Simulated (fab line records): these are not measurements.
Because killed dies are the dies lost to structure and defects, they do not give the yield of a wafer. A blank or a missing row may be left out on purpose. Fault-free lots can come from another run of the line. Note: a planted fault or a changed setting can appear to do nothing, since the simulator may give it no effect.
The tool behind it: which one? + flow nand harc + 18 wafers from 6 lots sampled at 3 of the route's 1302 steps

== WHAT EACH GAUGE READ, for each wafer ==
NHARC_P_GATE_CD_MEAS_91: target cd 2000 nm.
| lot  | measured     | on        | cd nm (nm)           |
|------|--------------|-----------|----------------------|
| L360 | day 7 12:29  | cd sem-02 | 1998.9 2001.3 1998.4 |
| L363 | day 8 12:26  | cd sem-03 | 1998.3 1998.4 2000.6 |
| L365 | day 9 12:50  | cd sem-01 | 1998.5 2000.0 2000.2 |
| L367 | day 10 04:40 | cd sem-02 | 2133.8 2132.0 2135.4 |
| L371 | day 11 23:59 | cd sem-03 | 1999.8 2000.4 1999.2 |
| L377 | day 14 07:46 | cd sem-03 | 2000.9 1999.1 2000.8 |

== WHAT TOOL EACH LOT RAN ON (gives the tool, then ch and the chambers of the sampled wafers, and finally the start) ==
| lot  | NHARC_P_GATE_DESCUM_61             | NHARC_P_GATE_EXPOSE_88            |
|------|------------------------------------|-----------------------------------|
| L360 | rie diel-11 ch 2,3, day 7 10:56    | krf scanner-01 ch 0, day 7 12:19  |
| L363 | rie diel-11 ch 0,3, day 8 10:55    | krf scanner-03 ch 0, day 8 12:17  |
| L365 | rie diel-02 ch 0,1,2, day 9 11:18  | krf scanner-04 ch 0, day 9 12:41  |
| L367 | rie diel-11 ch 0,2,3, day 10 03:08 | krf scanner-04 ch 0, day 10 04:31 |
| L371 | rie diel-02 ch 1,2, day 11 22:26   | krf scanner-01 ch 0, day 11 23:50 |
| L377 | rie diel-06 ch 1,3, day 14 06:13   | krf scanner-04 ch 0, day 14 07:37 |
- NHARC_P_GATE_DESCUM_61: chemistry O2, time 3 s.
- NHARC_P_GATE_EXPOSE_88: exposes mask P HVN, target cd 2000 nm.

== THE ANSWER, worked out from the rows above alone ==
Rule: what is usual is taken from the lots themselves. Put in order of their means at a reading, lots are off if they are a third of the lots or fewer, leave a main group of 4 or more, and stand apart from it by a gap of 3 or more times the standard deviation of the main group's means; of several such gaps the widest counts. A main group is skipped when, at the precision printed for the reading in the tables above, its means are all equal. Also off: a lot with no number at a reading for which 4 or more lots have one. Where the step has rows for the other lots, those lots are counted as sound.
Off: L367 (NHARC_P_GATE_CD_MEAS_91, cd nm). Main group: mean 1999.7 nm, sd 0.38.
If a tool, at a process step before that reading, ran all the lots that are off and no sound lot after the first of them, it fits. The gauges at NHARC_P_GATE_CD_MEAS_91 are tried like those tools. 2 tools fit, rie diel-11 at NHARC_P_GATE_DESCUM_61 and cd sem-02 at NHARC_P_GATE_CD_MEAS_91, so this cannot tell which one it is.

== WHAT THE SIMULATOR HAD PUT IN ==
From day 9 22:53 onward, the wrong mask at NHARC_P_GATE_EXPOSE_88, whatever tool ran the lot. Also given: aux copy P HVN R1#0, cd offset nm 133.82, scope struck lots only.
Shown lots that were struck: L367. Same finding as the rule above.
